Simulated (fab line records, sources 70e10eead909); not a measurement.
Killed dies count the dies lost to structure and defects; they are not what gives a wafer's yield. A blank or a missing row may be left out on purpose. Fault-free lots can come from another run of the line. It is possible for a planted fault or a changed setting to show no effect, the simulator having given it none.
Which of the tools did it? -- flow nand harc -- 72 wafers from 24 lots sampled at 4 of the route's 1302 steps

## WHAT THE GAUGES READ, wafer by wafer
NHARC_A_CONTACT_CD_MEAS_80. Usual: cd nm 289.4 nm, standard deviation 0.69.
lot,measured,on,cd nm (nm),flag
L075,day 21 23:52,cd sem-01,288.9 288.6 289.0,
L074,day 22 03:04,cd sem-03,289.2 288.9 290.2,
L076,day 22 17:12,cd sem-02,290.0 289.4 290.1,
L078,day 23 18:13,cd sem-01,290.1 290.8 290.8,
L077,day 23 20:04,cd sem-01,289.2 289.1 289.1,
L079,day 24 07:55,cd sem-01,288.3 288.7 288.3,
L081,day 24 23:24,cd sem-03,290.2 290.0 289.6,
L082,day 25 14:34,cd sem-03,289.6 289.3 289.6,
L080,day 25 17:15,cd sem-02,290.0 289.8 289.5,
L083,day 25 22:39,cd sem-02,288.9 289.4 289.7,
L084,day 26 04:02,cd sem-03,288.8 287.6 288.2,
L087,day 26 18:03,cd sem-02,290.4 290.4 290.3,
L086,day 26 20:42,cd sem-02,290.5 289.7 289.9,
L085,day 27 03:54,cd sem-01,289.8 290.0 289.1,
L090,day 28 12:45,cd sem-02,289.6 289.7 289.7,
L089,day 28 14:08,cd sem-02,289.0 288.6 289.2,
L091,day 28 21:35,cd sem-02,290.0 290.0 289.1,
L088,day 29 01:32,cd sem-02,288.9 289.4 288.9,
L094,day 29 21:41,cd sem-01,290.2 290.1 290.2,
L092,day 29 22:24,cd sem-02,289.4 289.3 288.3,
L093,day 30 21:59,cd sem-01,289.2 288.9 288.9,
L096,day 31 02:19,cd sem-03,288.8 288.4 289.0,
L095,day 31 08:14,cd sem-02,288.9 289.1 289.3,
L097,day 31 14:40,cd sem-02,290.7 290.8 290.3,

NHARC_A_CONTACT_CD_MEAS_15. Usual: cd nm 189.7 nm, standard deviation 0.62.
lot,measured,on,cd nm (nm),flag
L075,day 22 08:20,cd sem-03,189.6 189.9 190.3,
L074,day 22 10:03,cd sem-03,188.8 189.7 189.1,
L076,day 23 00:00,cd sem-02,190.8 190.1 190.4,
L078,day 24 01:30,cd sem-02,189.3 188.7 188.8,
L077,day 24 03:04,cd sem-03,188.5 188.8 189.5,
L079,day 24 18:22,cd sem-03,188.8 190.0 188.7,
L081,day 25 10:29,cd sem-02,189.1 189.1 189.4,
L082,day 25 21:42,cd sem-01,191.4 190.3 190.8,
L080,day 26 01:14,cd sem-01,190.1 189.7 189.7,
L083,day 26 06:26,cd sem-01,190.5 189.8 190.2,
L084,day 26 13:40,cd sem-02,189.3 190.5 189.6,
L087,day 27 04:49,cd sem-01,189.6 189.6 189.0,
L086,day 27 04:49,cd sem-03,190.6 189.8 189.2,
L085,day 27 10:43,cd sem-01,190.1 189.9 189.4,
L090,day 28 19:34,cd sem-02,190.5 190.1 190.6,
L089,day 28 20:59,cd sem-02,189.9 189.8 189.7,
L091,day 29 06:43,cd sem-02,189.2 189.5 189.7,
L088,day 29 12:30,cd sem-02,190.7 190.2 191.1,
L094,day 30 04:20,cd sem-03,190.3 190.1 189.5,
L092,day 30 06:11,cd sem-01,189.0 189.8 190.4,
L093,day 31 08:50,cd sem-02,189.9 189.8 189.8,
L096,day 31 10:43,cd sem-03,190.1 189.7 190.1,
L095,day 31 15:59,cd sem-01,189.0 189.4 189.0,
L097,day 32 02:09,cd sem-01,190.2 189.8 189.4,

## WHICH TOOL RAN EACH LOT (tool, then ch and the chambers of the sampled wafers, then the start)
lot,NHARC_A_CONTACT_ETCH_125,NHARC_A_CONTACT_ETCH_31
L075,"har cap etch-03 ch 0,1, day 21 21:29","rie diel-05 ch 0,3, day 22 08:20 or earlier"
L074,"har cap etch-02 ch 0,1, day 22 00:38","rie diel-01 ch 1,2,3, day 22 10:03 or earlier"
L076,"har cap etch-01 ch 0,1, day 22 14:48","rie diel-01 ch 0,1,3, day 23 00:00 or earlier"
L078,"har cap etch-02 ch 0,1, day 23 15:41","rie diel-01 ch 1,3, day 24 01:30 or earlier"
L077,"har cap etch-03 ch 0,1, day 23 17:38","rie diel-05 ch 0,1, day 24 03:04 or earlier"
L079,"har cap etch-01 ch 0,1, day 24 05:33","rie diel-01 ch 0,3, day 24 18:22 or earlier"
L081,"har cap etch-01 ch 0,1, day 24 20:22","rie diel-01 ch 1,2,3, day 25 10:29 or earlier"
L082,"har cap etch-03 ch 0,1, day 25 11:35","rie diel-11 ch 1,2,3, day 25 21:42 or earlier"
L080,"har cap etch-02 ch 0,1, day 25 14:53","rie diel-01 ch 1,2,3, day 26 01:14 or earlier"
L083,"har cap etch-03 ch 0,1, day 25 19:40","rie diel-11 ch 0,1,2, day 26 06:26 or earlier"
L084,"har cap etch-02 ch 0,1, day 26 01:36","rie diel-11 ch 1,2,3, day 26 13:40 or earlier"
L087,"har cap etch-01 ch 0,1, day 26 15:01","rie diel-01 ch 1,3, day 27 04:49 or earlier"
L086,"har cap etch-03 ch 0,1, day 26 18:17","rie diel-05 ch 1,3, day 27 04:49 or earlier"
L085,"har cap etch-02 ch 0,1, day 27 01:30","rie diel-01 ch 0,1,2, day 27 10:43 or earlier"
L090,"har cap etch-03 ch 1, day 28 10:20","rie diel-05 ch 0,3, day 28 19:34 or earlier"
L089,"har cap etch-01 ch 0,1, day 28 11:11","rie diel-11 ch 0,3, day 28 20:59 or earlier"
L091,"har cap etch-01 ch 0,1, day 28 18:33","rie diel-01 ch 0,1,2, day 29 06:43 or earlier"
L088,"har cap etch-03 ch 1, day 28 23:08","rie diel-01 ch 0,2,3, day 29 12:30 or earlier"
L094,"har cap etch-01 ch 0,1, day 29 19:16","rie diel-01 ch 0,1, day 30 04:20 or earlier"
L092,"har cap etch-02 ch 0,1, day 29 19:59","rie diel-01 ch 0,1, day 30 06:11 or earlier"
L093,"har cap etch-02 ch 0,1, day 30 19:35","rie diel-01 ch 0,1, day 31 08:50 or earlier"
L096,"har cap etch-03 ch 0,1, day 30 23:53","rie diel-01 ch 0,1, day 31 10:43 or earlier"
L095,"har cap etch-02 ch 0,1, day 31 05:42","rie diel-01 ch 0,1, day 31 15:59 or earlier"
L097,"har cap etch-02 ch 0,1, day 31 12:13","rie diel-11 ch 0,1,3, day 32 02:09 or earlier"
- NHARC_A_CONTACT_ETCH_125: etches the open film in C4F8/O2/Ar, time 197 s, target depth 1918 nm.
- NHARC_A_CONTACT_ETCH_31: etches the open film in O2/COS, target depth 2800 nm, time 728 s.

## AS READ BY THE TOOLS THEMSELVES (means over the sampled wafers that have a number; for cases with no such wafer, the mark the record gives instead)
NHARC_A_CONTACT_ETCH_31. Usual: drypump motor current A 5.7 A, standard deviation 0.57; oes product au 1.007 a.u., standard deviation 0.011; rf fwd power W 499.5 W, standard deviation 1.6; rf vpp V 313.5 V, standard deviation 2.5; showerhead plenum p Torr 3.08 Torr, standard deviation 0.16; throttle valve pct 28.329 %, standard deviation 0.0098.
lot,tool,drypump motor current A (A),oes product au (a.u.),rf fwd power W (W),rf vpp V (V),showerhead plenum p Torr (Torr),throttle valve pct (%),flag
L075,rie diel-05,6.1,0.996,499.7,310.9,2.93,28.323,
L074,rie diel-01,5.4,1.005,500.1,315.4,3.16,28.331,
L076,rie diel-01,5.8,1.006,500.6,312.9,3.10,28.325,
L078,rie diel-01,5.8,1.004,498.7,313.8,3.11,28.340,
L077,rie diel-05,6.2,1.000,498.1,311.5,2.94,28.333,
L079,rie diel-01,6.2,1.008,498.8,312.8,2.97,28.330,
L081,rie diel-01,5.4,1.007,498.9,314.7,3.16,28.331,
L082,rie diel-11,5.6,0.999,497.5,313.0,3.07,28.330,
L080,rie diel-01,5.4,1.017,499.4,313.8,3.16,28.325,
L083,rie diel-11,5.9,0.985,498.3,313.0,2.98,28.331,
L084,rie diel-11,5.6,0.996,501.2,312.5,3.07,28.327,
L087,rie diel-01,5.4,1.009,501.5,315.3,3.23,28.329,
L086,rie diel-05,5.6,1.006,500.2,312.6,2.93,28.332,
L085,rie diel-01,5.3,1.013,499.3,313.2,3.14,28.336,
L090,rie diel-05,6.4,0.998,499.6,310.7,2.91,28.327,
L089,rie diel-11,5.7,1.012,497.1,314.9,3.21,28.331,
L091,rie diel-01,5.3,1.016,499.3,314.4,3.14,28.332,
L088,rie diel-01,5.7,1.018,499.6,313.3,3.02,28.320,
L094,rie diel-01,5.3,1.017,500.5,315.3,3.22,28.337,
L092,rie diel-01,5.3,1.011,499.3,315.4,3.21,28.339,
L093,rie diel-01,5.3,1.010,498.8,315.4,3.21,28.326,
L096,rie diel-01,5.7,1.006,497.3,313.6,3.08,28.329,
L095,rie diel-01,5.3,1.015,501.8,314.9,3.21,28.322,
L097,rie diel-11,5.8,1.004,498.7,313.9,3.10,28.338,

## THE ANSWER, worked out from the rows above alone
Rule: a lot counts as off when the mean over its wafers that have a number is more than 3 standard deviations away from the usual mean. Also off: a lot with no number at a reading for which 4 or more lots have one. The other lots that the step has rows for count as sound. Order of review: gauges by route order, followed by the tools' own readings, for which a lot's mean as printed above is used. At the first step where some lot is off, the reading lying furthest off is the one used; lots without a number count as furthest.
No lot is off on any of the readings shown, so nothing can be concluded from this.

## WHAT HAD BEEN PUT IN BY THE SIMULATOR
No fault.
